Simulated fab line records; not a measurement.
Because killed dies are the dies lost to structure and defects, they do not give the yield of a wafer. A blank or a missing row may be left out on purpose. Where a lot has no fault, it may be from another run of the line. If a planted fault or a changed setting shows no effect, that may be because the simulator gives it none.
Struck lot and sound lot, side by side / flow n5_finfet / 22 steps out of a route of 1938
Sound: these wafers, L168.3, L168.5, L168.6. Wafers L152.1, L152.2, L152.4 were the ones struck. The cause comes at the end.
Per side, at each step with rows, come the tool, then ch with its chambers, and then its first start. Under that, the readings that differ: sound wafers / struck wafers / difference of the means / sigmas: that difference in standard deviations of wafers without a fault.
alike: readings with means less than 2 such deviations apart, plus words and numbers identical on both sides. not compared: withheld readings, readings lacking a value on some wafer, bounds such as >300 that could conceal the same value, and numbers that have no deviation in the record and whose values overlap.
Wherever a step has rows on one side only, a row that says differs or no value, or a row with sigmas, the two part there. Numbers that have no deviation but don't overlap get no sigmas and don't part them. A reading that every wafer of one side lacks parts them only if that side has two wafers or more.

first, 11 steps without rows for these wafers: N5_BEOL_M2_DESCUM_16 (chemistry O2, time 7 s); N5_BEOL_M2_ETCH_74 (etches underlayer in N2/H2, target depth 6.5 nm, time 5.2 s); N5_BEOL_M2_ETCH_63 (etches SiARC in CF4, target depth 15.6 nm, time 26 s); N5_BEOL_M2_ETCH_64 (etches SOC in N2/H2, target depth 75 nm, overetch 22.5 nm, time 121.9 s); N5_BEOL_M2_STRIP_65 (strips in N2/H2); N5_BEOL_M2_STRIP_75 (strips in N2/H2); N5_BEOL_M2_STRIP_66 (strips in CF4); N5_BEOL_M2_HM_OPEN_17 (chemistry Cl2/BCl3, target TiN, target depth 20 nm, overetch 6 nm); N5_BEOL_M2_STRIP_19 (strips in O2); N5_BEOL_M2_COAT_67 (time 60 s, resist thk 60 nm); N5_BEOL_M2_COAT_68 (time 60 s, resist thk 12 nm).
N5_BEOL_M2_COAT_76: time 60 s, resist thk 5 nm.
  sound on litho_track-03 ch 0, day 12 14:14; struck on litho_track-02 ch 0, day 8 10:01
reading=spin_speed_rpm (rpm); sound=1501.2 1501.1 1500.3; struck=1464.3 1463.5 1465.8; difference=-36.3; sigmas=-36
then, 7 steps without rows for these wafers: N5_BEOL_M2_COAT_22 (resist thk 30 nm); N5_BEOL_M2_EBR_24; N5_BEOL_M2_SOFTBAKE_23 (time 60 s); N5_BEOL_M2_EXPOSE_25 (exposes mask V1, defocus 5 nm); N5_BEOL_M2_PEB_26 (peb time 60 s); N5_BEOL_M2_DEVELOP_27 (develop time 30 s); N5_BEOL_M2_DESCUM_33 (chemistry O2, time 7 s).
N5_BEOL_M2_ETCH_77: etches underlayer in N2/H2, target depth 6.5 nm, time 5.2 s.
  sound on rie_diel-01 ch 0,3, day 12 15:43; struck on rie_diel-01 ch 0,2,3, day 8 10:34
reading=model.etch.depth_nm (nm); sound=4.993 4.993 4.995; struck=5.055 5.072 5.076; difference=+0.074; sigmas=
  alike: drypump_motor_current_A, etch_rf_on_time_s, oes_product_au, rf_vpp_V, showerhead_plenum_p_Torr, throttle_valve_pct
  not compared: rf_hours_counter_h
then, 1 step without rows for these wafers: N5_BEOL_M2_ETCH_69 (etches SiARC in CF4, target depth 15.6 nm, time 26 s).
N5_BEOL_M4_RC_MEAS_101:
  sound on prober-02 ch 0, day 14 05:02; struck on prober-01 ch 0, day 9 21:01
  alike: DIBL_N, DIBL_P, IOFF_N, IOFF_P, ION_N, ION_P, SS_N, SS_P, VT_N, VT_P

WHERE THEY PART
Only at N5_BEOL_M2_COAT_76, within this record. Later steps at which nothing parts them and some readings are alike: N5_BEOL_M2_ETCH_77, N5_BEOL_M4_RC_MEAS_101.

WHY: whatever the simulator had introduced
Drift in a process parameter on litho_track-02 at N5_BEOL_M2_COAT_76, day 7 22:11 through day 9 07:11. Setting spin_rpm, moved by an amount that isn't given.
